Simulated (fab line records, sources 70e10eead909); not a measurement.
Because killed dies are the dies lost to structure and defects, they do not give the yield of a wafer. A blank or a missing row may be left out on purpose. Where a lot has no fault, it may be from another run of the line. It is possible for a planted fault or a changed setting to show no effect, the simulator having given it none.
A lot that was struck, set against a sound lot | flow nandHarc | 14 steps out of a route of 1302
Sound: wafers L999.2, L999.5, L999.6. Struck: wafer L106.1 (L106.4, L106.5, from the same lot, were not struck and are left out); the cause is given at the end.
Each step with rows lists, per side, the tool, then ch with its chambers, then its first start. Under that, the readings that differ: sound wafers | struck wafers | difference of the means | sigmas: that difference in standard deviations of wafers without a fault.
alike: a reading whose means differ by less than 2 such deviations, as well as words and numbers matching on both sides. not compared: withheld readings; readings where some wafer has no value; bounds like >300 that might hide an equal value; numbers whose values overlap and for which the record gives no deviation.
Wherever a step has rows on one side only, a row that says differs or no value, or a row with sigmas, the two part there. Numbers that have no deviation but don't overlap get no sigmas and don't part them. A reading that every wafer of one side lacks parts them only if that side has two wafers or more.

first, 4 steps without rows for these wafers: NHARC_A_DECK1_JOINT_CURE_26 (time 32 s); NHARC_A_DECK1_JOINT_ANNEAL_27 (time 3600 s); NHARC_A_DECK1_JOINT_ANNEAL_28 (time 1800 s); NHARC_A_DECK1_JOINT_ANNEAL_29 (time 1800 s).
NHARC_A_DECK1_JOINT_CMP_02: polishes SiOx.
  sound on cmp-04 ch 1,2,3, day 13 15:43; struck on cmp-02 ch 0, day 17 00:18
  alike: motorCurrentA, slurryFlowMlMin
following that, these wafers have no rows for 1 step: NHARC_A_DECK1_JOINT_SRD_15.
NHARC_A_DECK1_JOINT_DEP_16: deposits SiO2, target thk 45 nm.
  sound on pecvd-04 ch 0,2, day 13 16:35; struck on pecvd-03 ch 0, day 17 00:41
reading          | sound       | struck | difference | sigmas
heaterPowerW (W) | 603 598 567 | 389    | -200       | -2
  alike: throttleValvePct
NHARC_A_DECK1_JOINT_THK_MEAS_17: measures by ellipsometry.
  struck on filmMetro-01, day 17 00:56; sound on filmMetro-01, day 13 16:52
  alike: thkNm
NHARC_A_DECK1_JOINT_INSPECT_05:
  struck on defectInspect-02, day 17 00:59; sound on defectInspect-01, day 13 16:55
  alike: rawDefectCount
then, no rows for these wafers at 1 step: NHARC_A_ONON_D2_DEP_00 (target thk 1000 nm).
NHARC_A_ONON_D2_THK_MEAS_02: measures by ellipsometry.
  struck on filmMetro-01, day 17 01:33; sound on filmMetro-01, day 13 17:29
  alike: thkNm
NHARC_A_ONON_D2_DEP_03: target thk 1000 nm.
  sound on pecvdOnon-02 ch 0, day 13 17:40; struck on pecvdOnon-04 ch 0, day 17 01:37
  alike: n2FlowSccm
NHARC_A_ONON_D2_THK_MEAS_05: measures by ellipsometry.
  struck on filmMetro-01, day 17 02:07; sound on filmMetro-01, day 13 18:07
reading    | sound          | struck | difference | sigmas
thkNm (nm) | 1000 1002 1000 | 635    | -366       | -37
then, no rows for these wafers at 1 step: NHARC_A_ONON_D2_DEP_06 (target thk 1000 nm).

== WHERE THEY PART ==
At NHARC_A_DECK1_JOINT_DEP_16 first; at NHARC_A_ONON_D2_THK_MEAS_05 last (within this record only).

WHY: the cause the simulator had injected
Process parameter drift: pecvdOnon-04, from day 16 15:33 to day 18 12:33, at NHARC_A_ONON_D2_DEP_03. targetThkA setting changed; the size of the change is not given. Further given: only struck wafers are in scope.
